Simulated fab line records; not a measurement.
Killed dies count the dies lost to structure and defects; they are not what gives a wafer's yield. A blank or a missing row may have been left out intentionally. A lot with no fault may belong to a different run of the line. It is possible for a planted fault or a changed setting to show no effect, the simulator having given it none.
Which tool is to blame?	flow n5_finfet	Sampling: 24 lots, 72 wafers, 2 of 1938 route steps

## WHAT THE GAUGES READ, wafer by wafer
N5_BEOL_M0_SAQP_CD_MEAS_14 targets a cd of 42.5 nm.
lot	measured	on	cd_nm (nm)
L074	day 5 17:47	cd_sem-03	43.0 42.7 42.7
L075	day 5 22:46	cd_sem-01	42.0 42.2 42.5
L076	day 6 03:26	cd_sem-03	42.0 42.3 42.7
L077	day 6 08:59	cd_sem-02	42.1 42.7 42.3
L078	day 6 16:46	cd_sem-02	42.5 42.8 42.7
L079	day 6 23:35	cd_sem-01	42.6 42.9 43.0
L080	day 7 03:32	cd_sem-01	42.7 42.2 42.4
L081	day 7 06:47	cd_sem-02	42.8 42.7 42.4
L082	day 7 17:44	cd_sem-03	42.9 42.5 42.8
L083	day 7 21:47	cd_sem-01	42.6 42.5 42.3
L084	day 8 10:25	cd_sem-01	42.7 42.8 42.5
L085	day 8 22:41	cd_sem-01	42.3 42.4 42.4
L086	day 9 03:05	cd_sem-01	42.5 42.4 42.6
L087	day 9 04:04	cd_sem-03	42.2 42.6 42.2
L088	day 9 07:04	cd_sem-02	42.2 42.3 42.4
L089	day 9 07:20	cd_sem-02	42.0 42.5 42.4
L090	day 9 15:47	cd_sem-01	42.7 42.8 42.5
L091	day 9 17:08	cd_sem-02	42.0 41.7 42.2
L092	day 9 23:35	cd_sem-02	42.2 42.6 42.5
L093	day 10 04:38	cd_sem-02	43.0 42.8 42.3
L094	day 10 16:33	cd_sem-03	42.6 42.5 43.0
L095	day 10 21:54	cd_sem-02	42.0 42.4 42.3
L096	day 11 05:21	cd_sem-01	42.3 42.0 42.5
L097	day 11 11:53	cd_sem-02	42.5 42.2 42.5

N5_BEOL_M0_SAQP_INSPECT_16: inspects for defects (brightfield).
lot	measured	on	raw_defect_count
L074	day 5 17:50	defect_inspect-01	401 343 335
L075	day 5 22:49	defect_inspect-01	476 598 728
L076	day 6 03:30	defect_inspect-02	514 395 459
L077	day 6 09:03	defect_inspect-01	618 1030 861
L078	day 6 16:50	defect_inspect-02	410 528 613
L079	day 6 23:38	defect_inspect-01	353 505 430
L080	day 7 03:35	defect_inspect-01	263 305 300
L081	day 7 06:51	defect_inspect-01	316 400 520
L082	day 7 17:48	defect_inspect-02	663 532 713
L083	day 7 21:50	defect_inspect-02	493 418 513
L084	day 8 10:29	defect_inspect-02	468 457 363
L085	day 8 22:44	defect_inspect-02	366 403 500
L086	day 9 03:08	defect_inspect-02	983 527 784
L087	day 9 04:07	defect_inspect-02	1228 965 789
L088	day 9 07:07	defect_inspect-02	562 660 444
L089	day 9 07:24	defect_inspect-02	630 609 674
L090	day 9 15:50	defect_inspect-02	520 499 370
L091	day 9 17:11	defect_inspect-02	451 470 535
L092	day 9 23:38	defect_inspect-02	477 406 402
L093	day 10 04:41	defect_inspect-02	346 299 551
L094	day 10 16:37	defect_inspect-01	480 439 580
L095	day 10 21:57	defect_inspect-01	373 388 428
L096	day 11 05:24	defect_inspect-02	351 377 592
L097	day 11 11:56	defect_inspect-02	317 461 436

## TOOL THAT RAN EACH LOT (tool first, then ch and the chambers of the sampled wafers, then the start)
No process step before these readings appears in the record.

## WHAT THE TOOLS THEMSELVES READ (means of the sampled wafers that have a number; where no wafer has one, the mark that the record gives instead)
The record holds no such reading with a usual standard deviation.

## THE ANSWER, worked out from the rows above alone
Rule: what is usual is taken from the lots themselves. Put in order of their means at a reading, lots are off if they are a third of the lots or fewer, leave a main group of 4 or more, and stand apart from it by a gap of 3 or more times the standard deviation of the main group's means; of several such gaps the widest counts. A main group whose means are all the same, to the digits that the tables above print for the reading, isn't used. Also off: a lot with no number at a reading for which 4 or more lots have one. All remaining lots with rows at the step are treated as sound. First the gauges in route order, then the tools' own readings, where a lot's mean is used as printed above. The first step at which some lot is off is used, and at that step the reading that is off furthest; a lot without a number counts as furthest.
No lot is off on any of the readings shown, so nothing can be concluded from this.

## WHAT HAD BEEN PUT IN BY THE SIMULATOR
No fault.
